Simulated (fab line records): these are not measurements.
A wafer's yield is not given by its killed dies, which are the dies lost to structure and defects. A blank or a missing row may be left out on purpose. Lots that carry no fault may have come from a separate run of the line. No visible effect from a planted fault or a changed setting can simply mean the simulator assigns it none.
A single fault, viewed from 2 desks || flow nand-harc || each desk holds nothing but its own numbers, with what lay behind them at the end

## FROM THE METROLOGY DESK
Means of the sampled wafers that have a number, per lot and without regard to the tool the lot ran on: this is what the gauges read. Any lot whose mean is over 4 standard deviations away from the usual mean is out of limits and marked OUT; that distance is given in the brackets.
Columns: A = cd-nm at NHARC_P_GATE_CD_MEAS_59, usual 720.2 nm
{"lot": "L519", "first seen here": "day 6 00:35", "A": 718.4}
{"lot": "L521", "first seen here": "day 6 15:01", "A": 721.5}
{"lot": "L526", "first seen here": "day 8 21:23", "A": "729.1 (+6.0) OUT"}
{"lot": "L527", "first seen here": "day 9 05:14", "A": "730.0 (+6.5) OUT"}
{"lot": "L533", "first seen here": "day 11 18:11", "A": 720.2}
{"lot": "L532", "first seen here": "day 11 18:55", "A": 718.9}
{"lot": "L535", "first seen here": "day 12 20:19", "A": 721.4}
{"lot": "L536", "first seen here": "day 12 22:14", "A": 721.9}
{"lot": "L539", "first seen here": "day 14 03:41", "A": 719.7}
{"lot": "L540", "first seen here": "day 14 16:56", "A": 718.6}
{"lot": "L541", "first seen here": "day 15 10:17", "A": 719.2}
Finding of this desk: L526, L527 out of limits; the first was L526 at day 8 21:23, on cd-nm at NHARC_P_GATE_CD_MEAS_59. L519, L521, L533, L532, L535, L536, L539, L540, L541 stayed within limits.

## TOOL OWNER'S DESK, litho-track-03
The tool's own readings at NHARC_P_GATE_PEB_57 (peb time 85 s): means of the sampled wafers that have a number, for each lot that ran on this tool. Any lot whose mean is over 4 standard deviations away from the usual mean is out of limits and marked OUT; that distance is given in the brackets.
Columns: A = heater-power-total-W at NHARC_P_GATE_PEB_57, usual 163.97 W; B = plate-temp-C at NHARC_P_GATE_PEB_57, usual 118.00 C
{"lot": "L521", "first seen here": "day 6 14:55", "A": 163.66, "B": 118.16}
{"lot": "L526", "first seen here": "day 8 21:18", "A": "179.65 (+60) OUT", "B": "126.28 (+69) OUT"}
{"lot": "L527", "first seen here": "day 9 05:08", "A": "178.43 (+56) OUT", "B": "126.33 (+69) OUT"}
{"lot": "L535", "first seen here": "day 12 20:14", "A": 163.91, "B": 118.01}
{"lot": "L536", "first seen here": "day 12 22:09", "A": 164.07, "B": 117.90}
{"lot": "L539", "first seen here": "day 14 03:35", "A": 164.13, "B": 117.94}
Finding of this desk: L526, L527 out of limits; the first was L526 at day 8 21:18, on heater-power-total-W at NHARC_P_GATE_PEB_57. L521, L535, L536, L539 stayed within limits.

## BROUGHT TOGETHER
An alarm could have come from the tool owner's desk at day 8 21:18, on L526, L527.
Metrology desk: alarm possible at day 8 21:23 on L526, L527.
NHARC_P_GATE_PEB_57 was run on litho-track-03 by each of the lots named.

## WHAT HAD BEEN PUT IN BY THE SIMULATOR
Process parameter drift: litho-track-03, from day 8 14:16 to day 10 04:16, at NHARC_P_GATE_PEB_57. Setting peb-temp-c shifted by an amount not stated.
Lots struck among those shown: L526, L527.
Hours from the fault's start to each desk's first reading out of limits: the tool owner's desk, 7; the metrology desk, 7.
